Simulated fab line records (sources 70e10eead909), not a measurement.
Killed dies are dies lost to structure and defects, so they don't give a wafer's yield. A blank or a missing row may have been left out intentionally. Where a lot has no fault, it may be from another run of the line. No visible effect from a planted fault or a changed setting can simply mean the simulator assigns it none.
A lot that was struck, set against a sound lot ; flow nand harc ; 14 out of 1159 route steps
Sound: wafers L737.2, L737.3, L737.4. Wafers L742.2, L742.3, L742.4 were the ones struck. The cause is given at the end.
Per side, at each step with rows, come the tool, then ch with its chambers, and then its first start. Under that, the readings that differ: sound wafers ; struck wafers ; difference of the means ; sigmas: that difference in standard deviations of wafers without a fault.
alike: readings with means less than 2 such deviations apart, plus words and numbers identical on both sides. not compared: withheld readings, readings lacking a value on some wafer, bounds such as >300 that could conceal the same value, and numbers that have no deviation in the record and whose values overlap.
A row with sigmas, a row that says differs or no value, or rows on one side alone: a step with any of these is where the two part. Non-overlapping numbers with no deviation appear without sigmas and do not part them. A reading missing from all wafers of one side parts the sides only when that side holds two or more wafers.

NHARC_P_M2_PRE_CLEAN_32: time 12 s.
  sound on pecvd-01 ch 0,2, day 9 00:31; struck on pecvd-02 ch 0,2, day 9 14:35
  alike: heater power outer w, heater power w
NHARC_P_M2_DEP_33: deposits SiCN, target thk 30 nm.
  sound on pecvd-01 ch 0,2, day 9 00:35; struck on pecvd-02 ch 0,2, day 9 14:42
  alike: heater power outer w, heater power w
NHARC_P_BONDPAD_DEP_00: deposits SiCN, target thk 250 nm.
  sound on pecvd-03 ch 0,1,2, day 9 01:05; struck on pecvd-03 ch 0,1,2, day 9 15:04
  alike: heater power outer w, heater power w
NHARC_P_BONDPAD_CMP_32: polishes SiCN, target thk 200 nm.
  sound on cmp-01 ch 0,2,3, day 9 01:31; struck on cmp-01 ch 1,2,3, day 9 15:31
reading;sound;struck;difference;sigmas
retaining ring pressure frac;1.000 0.992 0.995;1.007 1.009 1.000;+0.010;+2
  alike: motor current A
NHARC_P_BONDPAD_THK_MEAS_33: measures by ellipsometry.
  sound: film metro-01 at day 9 01:44; struck: film metro-01 at day 9 15:46
  alike: thk nm
then, 7 steps without rows for these wafers: NHARC_P_BONDPAD_SRD_34; NHARC_P_BONDPAD_DEHYDRATE_01 (time 120 s); NHARC_P_BONDPAD_HMDS_02 (time 30 s); NHARC_P_BONDPAD_COAT_36 (time 65 s); NHARC_P_BONDPAD_COAT_03 (resist thk 600 nm); NHARC_P_BONDPAD_SOFTBAKE_04 (time 70 s); NHARC_P_BONDPAD_EBR_05.
NHARC_P_BONDPAD_EXPOSE_06: exposes mask P BPAD.
  struck on krf scanner-02, day 9 16:10; sound on krf scanner-01 ch 0, day 9 02:02
  no value came back on the struck wafers for exposure dose mJ cm2, focus offset nm (nm), reticle temp C (C); on the sound wafers exposure dose mJ cm2 reads 37.03 37.04 37.02
  alike: mask
then, 1 step without rows for these wafers: NHARC_P_BONDPAD_PEB_07 (peb time 80 s).

## WHERE THEY PART
At NHARC_P_BONDPAD_CMP_32 first; at NHARC_P_BONDPAD_EXPOSE_06 last (within this record only).

WHY: the cause the simulator had injected
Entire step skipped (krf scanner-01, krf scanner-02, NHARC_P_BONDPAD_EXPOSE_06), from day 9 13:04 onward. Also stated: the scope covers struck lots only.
